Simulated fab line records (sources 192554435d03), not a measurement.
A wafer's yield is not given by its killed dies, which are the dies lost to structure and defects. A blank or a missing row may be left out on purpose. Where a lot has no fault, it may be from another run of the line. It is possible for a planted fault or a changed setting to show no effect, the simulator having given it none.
Chamber matching	flow n5_finfet	4 sister chambers for N5_BEOL_M4_ETCH_70 on rie_diel-01
The step etches SOC in N2/H2, target depth 80 nm, overetch 24 nm, time 130 s. 24 wafers are shown with their chamber, then 12 later ones without.

WAFERS, EACH WITH ITS CHAMBER
wafer	chamber	drypump_motor_current_A (A)	throttle_valve_pct (%)	showerhead_plenum_p_Torr (Torr)
L076.1	3	5.5	17.72	2.60
L076.4	0	5.0	17.91	2.41
L076.6	3	5.6	17.70	2.61
L079.1	2	4.9	18.07	2.33
L079.5	2	4.9	18.06	2.33
L079.6	3	5.6	17.71	2.60
L083.2	2	4.9	18.09	2.32
L083.5	2	4.9	18.09	2.32
L083.6	3	5.6	17.73	2.59
L085.2	1	5.3	18.09	2.44
L085.3	0	5.0	17.53	2.72
L085.6	3	5.6	17.77	2.59
L090.1	1	5.3	18.09	2.43
L090.3	3	5.6	17.76	2.59
L090.6	1	5.3	18.12	2.43
L089.1	3	5.6	17.78	2.59
L089.4	1	5.3	18.11	2.43
L089.6	3	5.6	17.76	2.59
L092.4	2	4.9	18.10	2.31
L092.5	0	5.0	17.54	2.72
L092.6	3	5.6	17.77	2.59
L093.1	2	4.9	18.12	2.31
L093.2	3	5.6	17.78	2.59
L093.4	1	5.3	18.10	2.43

SIGNATURES (means of the wafers above)
reading	chamber 0	chamber 1	chamber 2	chamber 3	scatter within a chamber
drypump_motor_current_A	5.000	5.300	4.900	5.590	0.0212
throttle_valve_pct	17.6600	18.1020	18.0883	17.7480	0.0724
showerhead_plenum_p_Torr	2.6167	2.4320	2.3200	2.5940	0.057
Rule: for a wafer and a chamber, the distance is found by dividing, reading by reading, the gap between the wafer's reading and the chamber's mean by the reading's scatter, squaring, summing and taking the root. The wafer belongs to the nearest chamber; if the next one is less than 2 further off, it can't be placed. The scatter is the square root of a quotient: the sum, over the shown wafers, of each reading's squared deviation from its chamber's mean, divided by wafers minus chambers.

WAFERS WITHOUT THEIR CHAMBER
wafer	drypump_motor_current_A (A)	throttle_valve_pct (%)	showerhead_plenum_p_Torr (Torr)
L095.2	5.0	17.54	2.72
L095.4	5.6	17.76	2.59
L095.6	5.3	18.10	2.43
L094.2	5.6	17.78	2.59
L094.5	5.0	17.54	2.72
L094.6	5.6	17.78	2.59
L096.1	5.6	17.77	2.59
L096.2	4.9	18.12	2.31
L096.3	5.3	18.11	2.43
L097.1	5.6	17.79	2.58
L097.2	5.0	17.55	2.71
L097.5	5.3	18.13	2.43

WHICH CHAMBER EACH WENT THROUGH
wafer	from the rows above	in truth
L095.2	0	0
L095.4	3	3
L095.6	1	1
L094.2	3	3
L094.5	0	0
L094.6	3	3
L096.1	3	3
L096.2	2	2
L096.3	1	1
L097.1	3	3
L097.2	0	0
L097.5	1	1
12 of 12 placed correctly. Number that these rows cannot place: 0. Wrongly placed: 0.
